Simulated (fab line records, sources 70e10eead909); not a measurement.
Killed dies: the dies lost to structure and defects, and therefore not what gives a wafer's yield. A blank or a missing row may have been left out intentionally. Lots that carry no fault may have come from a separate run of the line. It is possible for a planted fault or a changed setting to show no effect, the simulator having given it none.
What tool caused it? || flow nandHarc || 40 wafers from 14 lots sampled at 2 of the route's 1302 steps

== WHAT THE GAUGES SHOWED, per wafer ==
NHARC_A_BLC_CD_MEAS_19. Usual: cdNm 100.0 nm, standard deviation 2.1.
{"lot": "L873", "measured": "day 22 22:03", "on": "cdSem-03", "cdNm (nm)": "98.8 98.6 99.2", "flag": ""}
{"lot": "L874", "measured": "day 23 08:58", "on": "cdSem-03", "cdNm (nm)": "98.3 101.1 98.4", "flag": ""}
{"lot": "L876", "measured": "day 23 17:32", "on": "cdSem-01", "cdNm (nm)": "106.1 105.3 101.2", "flag": ""}
{"lot": "L875", "measured": "day 23 22:56", "on": "cdSem-03", "cdNm (nm)": "102.2 102.6 100.3", "flag": ""}
{"lot": "L878", "measured": "day 24 04:21", "on": "cdSem-01", "cdNm (nm)": "95.7 99.8 99.0", "flag": ""}
{"lot": "L877", "measured": "day 24 07:05", "on": "cdSem-02", "cdNm (nm)": "100.9 103.1 98.9", "flag": ""}
{"lot": "L879", "measured": "day 24 21:26", "on": "cdSem-02", "cdNm (nm)": "96.6 104.2 98.0", "flag": ""}
{"lot": "L880", "measured": "day 26 03:19", "on": "cdSem-02", "cdNm (nm)": "99.2 98.6 101.6", "flag": ""}
{"lot": "L886", "measured": "day 27 03:19", "on": "cdSem-01", "cdNm (nm)": "100.7 103.9 99.9", "flag": ""}
{"lot": "L888", "measured": "day 28 03:40", "on": "cdSem-01", "cdNm (nm)": "100.2 101.2", "flag": ""}
{"lot": "L890", "measured": "day 29 01:00", "on": "cdSem-01", "cdNm (nm)": "100.6 99.9", "flag": ""}
{"lot": "L894", "measured": "day 30 22:15", "on": "cdSem-01", "cdNm (nm)": "101.2 98.8 103.0", "flag": ""}
{"lot": "L895", "measured": "day 31 18:53", "on": "cdSem-01", "cdNm (nm)": "99.8 102.7 100.3", "flag": ""}
{"lot": "L896", "measured": "day 31 20:04", "on": "cdSem-02", "cdNm (nm)": "98.3 97.1 98.5", "flag": ""}

== TOOL THAT RAN EACH LOT (tool first, then ch and the chambers of the sampled wafers, then the start) ==
{"lot": "L873", "NHARC_A_BLC_ETCH_17": "rieDiel-01 ch 2,3, day 22 22:03 or earlier"}
{"lot": "L874", "NHARC_A_BLC_ETCH_17": "rieDiel-01 ch 0,1, day 23 08:58 or earlier"}
{"lot": "L876", "NHARC_A_BLC_ETCH_17": "rieDiel-06 ch 0,2,3, day 23 17:32 or earlier"}
{"lot": "L875", "NHARC_A_BLC_ETCH_17": "rieDiel-02 ch 0,2,3, day 23 22:56 or earlier"}
{"lot": "L878", "NHARC_A_BLC_ETCH_17": "rieDiel-01 ch 0,1,3, day 24 04:21 or earlier"}
{"lot": "L877", "NHARC_A_BLC_ETCH_17": "rieDiel-02 ch 1,3, day 24 07:05 or earlier"}
{"lot": "L879", "NHARC_A_BLC_ETCH_17": "rieDiel-01 ch 0,2,3, day 24 21:26 or earlier"}
{"lot": "L880", "NHARC_A_BLC_ETCH_17": "rieDiel-01 ch 0,2, day 26 03:19 or earlier"}
{"lot": "L886", "NHARC_A_BLC_ETCH_17": "rieDiel-06 ch 2,3, day 27 03:19 or earlier"}
{"lot": "L888", "NHARC_A_BLC_ETCH_17": "rieDiel-01 ch 0, day 28 03:40 or earlier"}
{"lot": "L890", "NHARC_A_BLC_ETCH_17": "rieDiel-01 ch 1,2, day 29 01:00 or earlier"}
{"lot": "L894", "NHARC_A_BLC_ETCH_17": "rieDiel-06 ch 1,2,3, day 30 22:15 or earlier"}
{"lot": "L895", "NHARC_A_BLC_ETCH_17": "rieDiel-06 ch 0,2,3, day 31 18:53 or earlier"}
{"lot": "L896", "NHARC_A_BLC_ETCH_17": "rieDiel-06 ch 0,3, day 31 20:04 or earlier"}
- NHARC_A_BLC_ETCH_17: etches the open film in N2/H2, target depth 390 nm, time 609.38 s.

== AS READ BY THE TOOLS THEMSELVES (means over the sampled wafers that have a number; for cases with no such wafer, the mark the record gives instead) ==
NHARC_A_BLC_ETCH_17. Usual: drypumpMotorCurrentA 5.9 A, standard deviation 0.44; n2FlowSccm 150.0 sccm, standard deviation 0.49; oesProductAu 0.998 a.u., standard deviation 0.0085; rfVppV 430.3 V, standard deviation 1.9; showerheadPlenumPTorr 2.03 Torr, standard deviation 0.066; throttleValvePct 14.170 %, standard deviation 0.0095.
{"lot": "L873", "tool": "rieDiel-01", "drypumpMotorCurrentA (A)": 5.8, "n2FlowSccm (sccm)": 150.4, "oesProductAu (a.u.)": 1.016, "rfVppV (V)": 432.7, "showerheadPlenumPTorr (Torr)": 2.09, "throttleValvePct (%)": 14.157, "flag": ""}
{"lot": "L874", "tool": "rieDiel-01", "drypumpMotorCurrentA (A)": 6.0, "n2FlowSccm (sccm)": 150.1, "oesProductAu (a.u.)": 0.992, "rfVppV (V)": 428.6, "showerheadPlenumPTorr (Torr)": 1.97, "throttleValvePct (%)": 14.165, "flag": ""}
{"lot": "L876", "tool": "rieDiel-06", "drypumpMotorCurrentA (A)": 5.9, "n2FlowSccm (sccm)": 150.7, "oesProductAu (a.u.)": 0.998, "rfVppV (V)": 430.9, "showerheadPlenumPTorr (Torr)": 2.05, "throttleValvePct (%)": 14.162, "flag": ""}
{"lot": "L875", "tool": "rieDiel-02", "drypumpMotorCurrentA (A)": 5.7, "n2FlowSccm (sccm)": 150.6, "oesProductAu (a.u.)": 0.989, "rfVppV (V)": 430.1, "showerheadPlenumPTorr (Torr)": 2.05, "throttleValvePct (%)": 14.172, "flag": ""}
{"lot": "L878", "tool": "rieDiel-01", "drypumpMotorCurrentA (A)": 6.2, "n2FlowSccm (sccm)": 150.0, "oesProductAu (a.u.)": 0.995, "rfVppV (V)": 429.6, "showerheadPlenumPTorr (Torr)": 2.03, "throttleValvePct (%)": 14.169, "flag": ""}
{"lot": "L877", "tool": "rieDiel-02", "drypumpMotorCurrentA (A)": 5.8, "n2FlowSccm (sccm)": 149.3, "oesProductAu (a.u.)": 1.002, "rfVppV (V)": 433.2, "showerheadPlenumPTorr (Torr)": 2.14, "throttleValvePct (%)": 14.171, "flag": ""}
{"lot": "L879", "tool": "rieDiel-01", "drypumpMotorCurrentA (A)": 5.6, "n2FlowSccm (sccm)": 150.1, "oesProductAu (a.u.)": 1.001, "rfVppV (V)": 429.4, "showerheadPlenumPTorr (Torr)": 2.03, "throttleValvePct (%)": 14.160, "flag": ""}
{"lot": "L880", "tool": "rieDiel-01", "drypumpMotorCurrentA (A)": 5.5, "n2FlowSccm (sccm)": 149.5, "oesProductAu (a.u.)": 0.996, "rfVppV (V)": 428.4, "showerheadPlenumPTorr (Torr)": 1.96, "throttleValvePct (%)": 14.181, "flag": ""}
{"lot": "L886", "tool": "rieDiel-06", "drypumpMotorCurrentA (A)": 5.8, "n2FlowSccm (sccm)": 150.2, "oesProductAu (a.u.)": 1.000, "rfVppV (V)": 430.6, "showerheadPlenumPTorr (Torr)": 2.04, "throttleValvePct (%)": 14.167, "flag": ""}
{"lot": "L888", "tool": "rieDiel-01", "drypumpMotorCurrentA (A)": 5.8, "n2FlowSccm (sccm)": 149.8, "oesProductAu (a.u.)": 0.984, "rfVppV (V)": 429.6, "showerheadPlenumPTorr (Torr)": 1.96, "throttleValvePct (%)": 14.170, "flag": ""}
{"lot": "L890", "tool": "rieDiel-01", "drypumpMotorCurrentA (A)": 5.7, "n2FlowSccm (sccm)": 149.5, "oesProductAu (a.u.)": 1.004, "rfVppV (V)": 429.1, "showerheadPlenumPTorr (Torr)": 1.98, "throttleValvePct (%)": 14.178, "flag": ""}
{"lot": "L894", "tool": "rieDiel-06", "drypumpMotorCurrentA (A)": 5.9, "n2FlowSccm (sccm)": 149.9, "oesProductAu (a.u.)": 0.997, "rfVppV (V)": 430.5, "showerheadPlenumPTorr (Torr)": 2.03, "throttleValvePct (%)": 14.169, "flag": ""}
{"lot": "L895", "tool": "rieDiel-06", "drypumpMotorCurrentA (A)": 5.9, "n2FlowSccm (sccm)": 149.7, "oesProductAu (a.u.)": 0.988, "rfVppV (V)": 430.4, "showerheadPlenumPTorr (Torr)": 2.04, "throttleValvePct (%)": 14.181, "flag": ""}
{"lot": "L896", "tool": "rieDiel-06", "drypumpMotorCurrentA (A)": 6.0, "n2FlowSccm (sccm)": 150.1, "oesProductAu (a.u.)": 0.995, "rfVppV (V)": 430.5, "showerheadPlenumPTorr (Torr)": 2.05, "throttleValvePct (%)": 14.165, "flag": ""}

== THE ANSWER, worked out from the rows above alone ==
Rule: take the mean of a lot's wafers that have a number; if it is more than 3 standard deviations from the usual mean, the lot is off. A lot without any number at a reading at which 4 lots or more have one is off too. All remaining lots with rows at the step are treated as sound. Order of review: gauges by route order, followed by the tools' own readings, for which a lot's mean as printed above is used. At the first step where some lot is off, the reading lying furthest off is the one used; lots without a number count as furthest.
No lot is off on any of the readings shown, so nothing can be concluded from this.

== WHAT THE SIMULATOR PUT IN ==
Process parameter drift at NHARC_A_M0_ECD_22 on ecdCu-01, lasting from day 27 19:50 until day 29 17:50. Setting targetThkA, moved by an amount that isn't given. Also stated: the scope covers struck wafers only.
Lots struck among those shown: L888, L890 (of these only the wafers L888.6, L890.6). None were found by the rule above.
